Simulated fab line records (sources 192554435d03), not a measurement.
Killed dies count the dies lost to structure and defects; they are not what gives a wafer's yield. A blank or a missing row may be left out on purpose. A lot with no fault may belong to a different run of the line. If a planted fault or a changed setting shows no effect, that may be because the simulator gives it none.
Problem report in the 8D (eight disciplines) form, filled by code | flow n5-finfet | the parts of the form that need people (team, actions taken, sign-off) are left out

== 1. THE PROBLEM ==
REXT_N at N5_BEOL_M4_RC_MEAS_101 reads a mean of 95.0 ohm.um on 3 wafers of 3 lots; wafers without a fault read 75.8 ohm.um with a standard deviation of 1.7. Measured from the usual mean, that is +11 standard deviations.
Seen first at day 8 13:14 on prober-02, wafer L114.3. The record has a number at this step for 28 wafers belonging to 10 lots. Rule for "out" (also "out of limits"): further than 4 standard deviations from the usual mean. All remaining wafers that have a number are taken as sound.

== 2. WHAT IT IS; WHAT IT IS NOT ==
question                    | is                     | is not
which readings at this step | REXT_N, DIBL_N         | DIBL_P, IOFF_P, SS_P, VT_P
which lots                  | L114, L118, L119       | L112, L127, L129, L130, L132, L133, L134
which wafers of those lots  | L114.3, L118.3, L119.3 | L114.1, L114.2, L118.4, L119.2
read on which gauges        | prober-01, prober-02   | -
when                        | from day 8 13:14       | up to then (5 sound wafers); but 20 sound wafers of L118, L119, L127, L129, L130, L132, L133, L134 came after

== 3. SUSPECTS, AND WHAT RULES EACH OUT ==
Counting: any tool at a process step up to the reading remains a suspect provided it ran every lot that is out. Sound lots after the first of them don't rule it out here, since some wafers of a struck lot are sound.
- the gauge at N5_BEOL_M4_RC_MEAS_101: ruled out. The wafers that are out were read on 2 gauges (prober-01, prober-02).
- epi-rpcvd-01 at N5_SD_EPI_N_VAPOR_ETCH_50 (etches Si in HCl, time 54 s): kept. It processed each lot that is out (first: L114, day 3 21:01); up to then, its last sound lot is L112 (day 3 08:16).
The count leaves epi-rpcvd-01 at N5_SD_EPI_N_VAPOR_ETCH_50.

== 4. THE CAUSE (what the simulator had put in) ==
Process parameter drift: epi-rpcvd-01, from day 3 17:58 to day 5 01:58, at N5_SD_EPI_N_VAPOR_ETCH_50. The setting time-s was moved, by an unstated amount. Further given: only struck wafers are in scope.
Only this tool survived the counting.

== 5. THE CHAIN OF EFFECTS, in route order ==
Each row: a reading where the mean over the struck wafers with a number is more than 3 standard deviations away from the usual. Scope: only readings with a usual standard deviation given in the record; hours: median across lots of the time from each lot's start at the first step in this table that gives one to its start at this step; sigmas: change in usual standard deviations.
hours | step                    | reading          | usual       | on struck wafers | change | sigmas
0     | N5_BEOL_M4_RC_MEAS_101  | DIBL_N           | 36.5 mV/V   | 29.8             | -6.7   | -4.8
0     | N5_BEOL_M4_RC_MEAS_101  | IOFF_N_85C       | 3.2 nA/um   | 1.7              | -1.5   | -3.2
0     | N5_BEOL_M4_RC_MEAS_101  | ION_N            | 674 uA/um   | 621              | -53    | -4.4
0     | N5_BEOL_M4_RC_MEAS_101  | REXT_N           | 75.8 ohm.um | 95.0             | +19.2  | +11
0     | N5_BEOL_M4_RC_MEAS_101  | VT_N             | 249 mV      | 259              | +10    | +3.1
0     | N5_BEOL_M4_RC_MEAS_101  | VT_N_LVT         | 98 mV       | 109              | +11    | +3.1
95    | N5_PASSIVATION_PROBE_49 | sort_bin_8_speed | 0.00 %      | 43.19            | +43.19 | +99 or more
95    | N5_PASSIVATION_PROBE_49 | sort-n-pass      | 1076        | 583              | -493   | -26
95    | N5_PASSIVATION_PROBE_49 | sort-yield-pct   | 91.2 %      | 49.4             | -41.8  | -26
Here are the process steps it includes:
- N5_PASSIVATION_PROBE_49
Readings that are blank on the struck wafers while sound wafers have them: susceptor-temp-C at N5_SD_EPI_N_VAPOR_ETCH_50.

== 6. HOW IT WOULD HAVE BEEN CAUGHT EARLIER ==
The first out-of-limits reading at a measuring or inspecting step in this record came at day 8 13:14, 115 hours after the fault's start at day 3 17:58.
Each of the lots that are out, 3 in all, had begun N5_SD_EPI_N_VAPOR_ETCH_50 on epi-rpcvd-01 no later than day 8 13:14. Had the tool been put on hold then, not one of them would have been saved.
